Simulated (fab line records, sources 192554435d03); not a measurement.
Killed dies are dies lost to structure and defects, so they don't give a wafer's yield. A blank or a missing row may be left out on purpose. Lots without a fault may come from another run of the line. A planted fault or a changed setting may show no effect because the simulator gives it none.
Which tool did it? | flow n5_finfet | 9 lots, 27 wafers sampled, at 5 steps of a route of 1938

WHAT THE GAUGES READ, wafer by wafer
N5_BEOL_M4_RC_MEAS_101. Usual: DIBL_N 35.4 mV/V, standard deviation 2.1; DIBL_P 34.8 mV/V, standard deviation 2.6; IOFF_N 0.15 nA/um, standard deviation 0.037; IOFF_P 0.19 nA/um, standard deviation 0.037; ION_N 677 uA/um, standard deviation 16; ION_P 462 uA/um, standard deviation 9.3; SS_N 71.4 mV/dec, standard deviation 0.75; SS_P 72.9 mV/dec, standard deviation 0.77; VT_N 250 mV, standard deviation 3.7; VT_P -251 mV, standard deviation 3.5.
lot  | measured     | on        | DIBL_N (mV/V)  | DIBL_P (mV/V)  | IOFF_N (nA/um) | IOFF_P (nA/um) | ION_N (uA/um) | ION_P (uA/um) | SS_N (mV/dec)  | SS_P (mV/dec)  | VT_N (mV)   | VT_P (mV)      | flag
L137 | day 8 15:29  | prober-01 | 35.6 39.3 37.9 | 34.3 38.9 37.1 | 0.13 0.22 0.19 | 0.14 0.20 0.18 | 654 684 686   | 441 455 455   | 71.5 73.0 72.5 | 72.4 73.8 73.3 | 255 247 249 | -257 -256 -254 |
L139 | day 9 05:58  | prober-01 | 35.3 36.9 31.4 | 35.4 36.0 29.3 | 0.15 0.16 0.09 | 0.19 0.18 0.12 | 690 677 657   | 464 453 449   | 71.8 71.4 70.0 | 73.3 72.7 71.3 | 245 250 256 | -253 -255 -259 |
L140 | day 9 06:27  | prober-02 | 34.7 31.1 35.3 | 35.4 31.0 35.7 | 0.15 0.09 0.14 | 0.18 0.13 0.19 | 697 665 679   | 463 461 464   | 70.7 70.3 71.1 | 72.6 71.1 72.5 | 249 256 249 | -256 -256 -252 |
L141 | day 9 08:56  | prober-02 | 39.0 32.9 37.2 | 37.7 31.1 35.9 | 0.24 0.12 0.20 | 0.23 0.15 0.21 | 679 672 688   | 456 463 465   | 72.0 70.8 72.7 | 74.2 72.4 73.9 | 245 255 245 | -248 -252 -248 |
L144 | day 10 10:59 | prober-01 | 35.8 36.6 36.7 | 35.1 34.8 35.7 | 0.16 0.16 0.16 | 0.19 0.19 0.20 | 697 688 690   | 474 464 471   | 71.5 71.2 71.1 | 72.5 73.1 72.8 | 246 247 247 | -249 -251 -250 |
L150 | day 11 12:50 | prober-01 | 35.2 35.3 33.4 | 34.9 34.9 32.1 | 0.15 0.14 0.12 | 0.21 0.21 0.17 | 683 679 674   | 467 469 462   | 71.2 71.3 71.4 | 73.5 73.1 72.2 | 248 249 254 | -248 -249 -250 |
L152 | day 11 20:48 | prober-02 | 38.6 33.9 39.1 | 39.2 33.0 38.8 | 0.20 0.12 0.18 | 0.24 0.15 0.23 | 681 668 672   | 474 460 464   | 72.1 71.0 71.7 | 73.5 72.4 73.8 | 248 252 251 | -249 -255 -251 |
L156 | day 12 22:39 | prober-01 | 36.2 37.5 37.8 | 36.9 38.8 38.8 | 0.18 0.21 0.20 | 0.22 0.25 0.24 | 694 697 696   | 472 472 471   | 72.3 72.2 72.2 | 72.9 73.3 73.0 | 247 246 245 | -249 -249 -245 |
L158 | day 13 15:49 | prober-01 | 40.6 38.2 36.6 | 40.7 37.9 36.7 | 0.28 0.23 0.18 | 0.31 0.25 0.22 | 709 708 702   | 480 479 478   | 73.2 72.2 72.0 | 74.6 73.6 73.9 | 241 244 246 | -246 -245 -247 |

WHICH TOOL RAN EACH LOT (tool, then ch and the chambers of the sampled wafers, then the start)
lot  | N5_BEOL_M2_ETCH_41                            | N5_BEOL_M2_SPUTTER_88        | N5_BEOL_M2_ANNEAL_89         | N5_BEOL_M2_ANNEAL_95
L137 | rie_diel-03 ch 0,3, day 7 16:41 or earlier    | pvd_sputter-02, day 7 16:41  | pvd_sputter-02, day 7 16:46  | pvd_sputter-02, day 7 17:26
L139 | rie_diel-01 ch 0,1,2, day 7 17:24 or earlier  | pvd_sputter-03, day 7 17:24  | pvd_sputter-03, day 7 17:29  | pvd_sputter-03, day 7 18:08
L140 | rie_diel-03 ch 0,1,2, day 7 20:29 or earlier  | pvd_sputter-02, day 7 20:29  | pvd_sputter-02, day 7 20:34  | pvd_sputter-02, day 7 21:13
L141 | rie_diel-01 ch 0,2, day 8 00:42 or earlier    | pvd_sputter-02, day 8 00:42  | pvd_sputter-02, day 8 00:47  | pvd_sputter-02, day 8 01:26
L144 | rie_diel-01 ch 1,2, day 9 06:32 or earlier    | pvd_sputter-03, day 9 06:32  | pvd_sputter-03, day 9 06:37  | pvd_sputter-03, day 9 07:17
L150 | rie_diel-03 ch 0,3, day 10 10:53 or earlier   | pvd_sputter-03, day 10 10:53 | pvd_sputter-03, day 10 10:58 | pvd_sputter-03, day 10 11:37
L152 | rie_diel-03 ch 1,3, day 10 20:59 or earlier   | pvd_sputter-02, day 10 20:59 | pvd_sputter-02, day 10 21:04 | pvd_sputter-02, day 10 21:44
L156 | rie_diel-03 ch 1,2,3, day 11 18:32 or earlier | pvd_sputter-02, day 11 18:32 | pvd_sputter-02, day 11 18:37 | pvd_sputter-02, day 11 19:16
L158 | rie_diel-05 ch 1,2,3, day 12 08:52 or earlier | pvd_sputter-03, day 12 08:52 | pvd_sputter-03, day 12 08:57 | pvd_sputter-03, day 12 09:37
- N5_BEOL_M2_ETCH_41: etches SiCN in CH3F/O2, target depth 29.9 nm, time 52.5 s.
- N5_BEOL_M2_SPUTTER_88: material Cu, target thk 4.5 nm, time 8.29 s.
- N5_BEOL_M2_ANNEAL_89: time 240 s.
- N5_BEOL_M2_ANNEAL_95: time 240 s.

WHAT THE TOOLS THEMSELVES READ (means of the sampled wafers that have a number; where no wafer has one, the mark that the record gives instead)
N5_BEOL_M2_ETCH_41. Usual: chamber_pressure_mTorr 29.997 mTorr, standard deviation 0.028; drypump_motor_current_A 5.7 A, standard deviation 0.34; oes_product_au 0.82 a.u., standard deviation 0.091; rf_vpp_V 297.7 V, standard deviation 1.5; showerhead_plenum_p_Torr 2.02 Torr, standard deviation 0.067; throttle_valve_pct 16.38 %, standard deviation 0.2.
lot  | tool        | chamber_pressure_mTorr (mTorr) | drypump_motor_current_A (A) | oes_product_au (a.u.) | rf_vpp_V (V) | showerhead_plenum_p_Torr (Torr) | throttle_valve_pct (%) | flag
L137 | rie_diel-03 | 30.002                         | 5.6                         | 0.76                  | 298.4        | 2.06                            | 16.53                  |
L139 | rie_diel-01 | 30.015                         | 6.1                         | 0.87                  | 298.0        | 2.07                            | 16.32                  |
L140 | rie_diel-03 | 30.007                         | 5.5                         | 0.72                  | 296.8        | 1.96                            | 16.52                  |
L141 | rie_diel-01 | 30.030                         | 6.2                         | 0.93                  | 297.8        | 2.05                            | 16.38                  |
L144 | rie_diel-01 | 29.997                         | 6.0                         | 0.83                  | 298.5        | 2.08                            | 16.25                  |
L150 | rie_diel-03 | 29.999                         | 5.5                         | 0.74                  | 298.2        | 2.05                            | 16.58                  |
L152 | rie_diel-03 | 29.987                         | 5.5                         | 0.79                  | 297.8        | 1.99                            | 16.40                  |
L156 | rie_diel-03 | 29.989                         | 5.6                         | 0.75                  | 295.8        | 1.94                            | 16.45                  |
L158 | rie_diel-05 | 30.033                         | 5.7                         | 0.88                  | 296.8        | 1.98                            | 16.36                  |

N5_BEOL_M2_SPUTTER_88. Usual: throttle_valve_pct 30.5 %, standard deviation 0.84.
lot  | tool           | throttle_valve_pct (%) | flag
L137 | pvd_sputter-02 | 30.7                   |
L139 | pvd_sputter-03 | 31.5                   |
L140 | pvd_sputter-02 | 30.1                   |
L141 | pvd_sputter-02 | 30.3                   |
L144 | pvd_sputter-03 | 31.0                   |
L150 | pvd_sputter-03 | 31.0                   |
L152 | pvd_sputter-02 | 30.4                   |
L156 | pvd_sputter-02 | 30.4                   |
L158 | pvd_sputter-03 | 30.6                   |

N5_BEOL_M2_ANNEAL_89. Usual: heater_power_w 842 W, standard deviation 56; susceptor_temp_C 400.03 C, standard deviation 0.24; susceptor_temp_C_max 401.0, standard deviation 0.35.
lot  | tool           | heater_power_w (W) | susceptor_temp_C (C) | susceptor_temp_C_max | flag
L137 | pvd_sputter-02 | 832                | 399.88               | 400.7                |
L139 | pvd_sputter-03 | -                  | -                    | -                    | OFF
L140 | pvd_sputter-02 | -                  | -                    | -                    | OFF
L141 | pvd_sputter-02 | -                  | -                    | -                    | OFF
L144 | pvd_sputter-03 | 846                | 400.10               | 401.1                |
L150 | pvd_sputter-03 | 889                | 399.79               | 401.1                |
L152 | pvd_sputter-02 | 851                | 400.11               | 401.0                |
L156 | pvd_sputter-02 | 830                | 400.15               | 401.2                |
L158 | pvd_sputter-03 | 873                | 400.10               | 401.0                |

N5_BEOL_M2_ANNEAL_95. Usual: heater_power_w 842 W, standard deviation 56; susceptor_temp_C 400.01 C, standard deviation 0.21; susceptor_temp_C_max 400.9, standard deviation 0.34.
lot  | tool           | heater_power_w (W) | susceptor_temp_C (C) | susceptor_temp_C_max | flag
L137 | pvd_sputter-02 | 845                | 399.96               | 400.9                |
L139 | pvd_sputter-03 | 827                | 400.07               | 401.1                |
L140 | pvd_sputter-02 | 876                | 399.80               | 400.8                |
L141 | pvd_sputter-02 | 848                | 400.07               | 401.1                |
L144 | pvd_sputter-03 | 839                | 400.05               | 401.1                |
L150 | pvd_sputter-03 | 877                | 400.01               | 401.1                |
L152 | pvd_sputter-02 | 855                | 400.00               | 400.9                |
L156 | pvd_sputter-02 | 842                | 399.89               | 400.9                |
L158 | pvd_sputter-03 | 876                | 399.76               | 401.0                |

THE ANSWER, worked out from the rows above alone
Rule: a lot is off if the mean of its wafers that have a number lies more than 3 standard deviations from the usual mean. A lot without any number at a reading at which 4 lots or more have one is off too. The other lots that the step has rows for count as sound. The gauges are gone through in route order, then the tools' own readings, and for those a lot's mean is taken as printed above. The first step at which some lot is off is used, and at that step the reading that is off furthest; a lot without a number counts as furthest.
Off: L139, L140, L141, at N5_BEOL_M2_ANNEAL_89 (heater_power_w). Without a number there: L139, L140, L141.
A tool fits if, at that step or a process step before it, it ran every lot that is off, and no sound lot after the first of them. N5_BEOL_M2_ETCH_41 gives no start for some lots, so the hours and the order of its lots are those of N5_BEOL_M2_SPUTTER_88. None of those tried fits.

WHAT THE SIMULATOR HAD PUT IN
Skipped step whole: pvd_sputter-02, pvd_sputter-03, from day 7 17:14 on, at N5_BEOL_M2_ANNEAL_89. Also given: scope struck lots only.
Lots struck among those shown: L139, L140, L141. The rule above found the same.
